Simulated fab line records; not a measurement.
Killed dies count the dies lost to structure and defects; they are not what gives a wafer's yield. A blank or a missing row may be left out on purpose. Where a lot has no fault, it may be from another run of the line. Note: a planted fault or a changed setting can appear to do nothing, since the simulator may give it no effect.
Chamber matching || flow n5 finfet || N5_FIN_SAQP_HM_DEP_72 on pecvd-01 has 3 sister chambers
The step deposits SiO2 from SiH4/N2O, target thk 12 nm, time 7.2 s. 6 wafers are shown with their chamber, then 12 later ones without.

== WAFERS PAIRED WITH THEIR CHAMBERS ==
{"wafer": "L085.4", "chamber": 0, "showerhead plenum p Torr (Torr)": 8.04, "heater power w (W)": 741}
{"wafer": "L090.2", "chamber": 0, "showerhead plenum p Torr (Torr)": 8.01, "heater power w (W)": 701}
{"wafer": "L090.6", "chamber": 1, "showerhead plenum p Torr (Torr)": 8.16, "heater power w (W)": 627}
{"wafer": "L091.2", "chamber": 1, "showerhead plenum p Torr (Torr)": 8.19, "heater power w (W)": 610}
{"wafer": "L091.3", "chamber": 2, "showerhead plenum p Torr (Torr)": 7.77, "heater power w (W)": 846}
{"wafer": "L091.4", "chamber": 2, "showerhead plenum p Torr (Torr)": 7.79, "heater power w (W)": 852}

== WAFERS WITH NO CHAMBER GIVEN ==
{"wafer": "L093.1", "showerhead plenum p Torr (Torr)": 8.04, "heater power w (W)": 730}
{"wafer": "L093.5", "showerhead plenum p Torr (Torr)": 7.77, "heater power w (W)": 896}
{"wafer": "L093.6", "showerhead plenum p Torr (Torr)": 8.17, "heater power w (W)": 597}
{"wafer": "L094.2", "showerhead plenum p Torr (Torr)": 8.04, "heater power w (W)": 797}
{"wafer": "L094.3", "showerhead plenum p Torr (Torr)": 7.79, "heater power w (W)": 931}
{"wafer": "L094.5", "showerhead plenum p Torr (Torr)": 8.01, "heater power w (W)": 778}
{"wafer": "L095.1", "showerhead plenum p Torr (Torr)": 7.80, "heater power w (W)": 882}
{"wafer": "L095.2", "showerhead plenum p Torr (Torr)": 8.04, "heater power w (W)": 764}
{"wafer": "L095.4", "showerhead plenum p Torr (Torr)": 7.81, "heater power w (W)": 882}
{"wafer": "L097.1", "showerhead plenum p Torr (Torr)": 8.03, "heater power w (W)": 818}
{"wafer": "L097.4", "showerhead plenum p Torr (Torr)": 8.05, "heater power w (W)": 824}
{"wafer": "L097.5", "showerhead plenum p Torr (Torr)": 7.79, "heater power w (W)": 921}

== WHICH CHAMBER EACH WENT THROUGH ==
{"wafer": "L093.1", "from the rows above": 0, "in truth": 0}
{"wafer": "L093.5", "from the rows above": 2, "in truth": 2}
{"wafer": "L093.6", "from the rows above": 1, "in truth": 1}
{"wafer": "L094.2", "from the rows above": 0, "in truth": 0}
{"wafer": "L094.3", "from the rows above": 2, "in truth": 2}
{"wafer": "L094.5", "from the rows above": 0, "in truth": 0}
{"wafer": "L095.1", "from the rows above": 2, "in truth": 2}
{"wafer": "L095.2", "from the rows above": 0, "in truth": 0}
{"wafer": "L095.4", "from the rows above": 2, "in truth": 2}
{"wafer": "L097.1", "from the rows above": 0, "in truth": 0}
{"wafer": "L097.4", "from the rows above": 0, "in truth": 0}
{"wafer": "L097.5", "from the rows above": 2, "in truth": 2}
Correctly placed: 12 of 12. From these rows, 0 cannot be placed. 0 placed wrongly.
How it was worked out, from the rows above alone: a wafer's distance from a chamber is the root of the sum, over the readings, of the square of ((its reading less the chamber's mean) divided by the reading's scatter). If the next closest chamber is less than 2 further off than the closest, the wafer can't be placed; otherwise it belongs to the closest. Each chamber's mean is taken over the wafers shown for it. The scatter: the root of (the sum of the squares of (reading less its chamber's mean) over the shown wafers, divided by (wafers less chambers)).
